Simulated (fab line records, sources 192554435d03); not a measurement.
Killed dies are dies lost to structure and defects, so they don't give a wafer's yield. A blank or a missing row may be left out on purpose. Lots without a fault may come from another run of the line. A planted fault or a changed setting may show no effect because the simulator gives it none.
Chamber matching | flow n5_finfet | N5_BEOL_M6_STRIP_36 on rie_diel-06: 4 sister chambers
The step strips in N2/H2. 15 wafers are shown with their chamber, then 7 later ones without.

WAFERS WITH THEIR CHAMBER
wafer  | chamber | drypump_motor_current_A (A) | oes_product_au (a.u.) | showerhead_plenum_p_Torr (Torr)
L866.3 | 1       | 5.2                         | 0.67                  | 2.61
L866.4 | 0       | 5.9                         | 0.71                  | 2.62
L866.5 | 1       | 5.2                         | 0.68                  | 2.61
L875.3 | 3       | 6.8                         | 0.95                  | 2.60
L875.5 | 1       | 5.2                         | 0.66                  | 2.60
L873.5 | 0       | 6.0                         | 0.71                  | 2.61
L873.6 | 3       | 6.8                         | 0.95                  | 2.60
L874.1 | 1       | 5.2                         | 0.67                  | 2.60
L874.3 | 0       | 5.9                         | 0.69                  | 2.61
L874.6 | 3       | 6.8                         | 0.96                  | 2.60
L879.1 | 0       | 5.9                         | 0.71                  | 2.61
L879.2 | 2       | 6.2                         | 0.95                  | 2.61
L879.6 | 1       | 5.2                         | 0.65                  | 2.60
L881.1 | 2       | 6.2                         | 0.95                  | 2.60
L881.3 | 3       | 6.8                         | 0.91                  | 2.60

SIGNATURES (means of the wafers above)
reading                  | chamber 0 | chamber 1 | chamber 2 | chamber 3 | scatter within a chamber
drypump_motor_current_A  | 5.925     | 5.200     | 6.200     | 6.800     | 0.0261
oes_product_au           | 0.7050    | 0.6660    | 0.9500    | 0.9425    | 0.0144
showerhead_plenum_p_Torr | 2.6125    | 2.6040    | 2.6050    | 2.6000    | 0.00472
Rule: a wafer's distance from a chamber is the root of the sum, over the readings, of the square of ((its reading less the chamber's mean) divided by the reading's scatter). The wafer belongs to the nearest chamber; if the next one is less than 2 further off, it can't be placed. The scatter: the root of (the sum of the squares of (reading less its chamber's mean) over the shown wafers, divided by (wafers less chambers)).

WAFERS WITHOUT THEIR CHAMBER
wafer  | drypump_motor_current_A (A) | oes_product_au (a.u.) | showerhead_plenum_p_Torr (Torr)
L881.6 | 5.9                         | 0.69                  | 2.60
L882.3 | 5.9                         | 0.69                  | 2.60
L882.5 | 5.9                         | 0.69                  | 2.60
L882.6 | 6.1                         | 0.92                  | 2.60
L886.3 | 6.2                         | 0.88                  | 2.59
L886.5 | 6.8                         | 0.87                  | 2.58
L886.6 | 6.2                         | 0.87                  | 2.59

WHICH CHAMBER EACH WENT THROUGH
wafer  | from the rows above | in truth
L881.6 | 0                   | 0
L882.3 | 0                   | 0
L882.5 | 0                   | 0
L882.6 | 2                   | 2
L886.3 | 2                   | 2
L886.5 | 3                   | 3
L886.6 | 2                   | 2
Placed correctly: 7 of 7. Can't be placed from these rows: 0. Placed wrongly: 0.
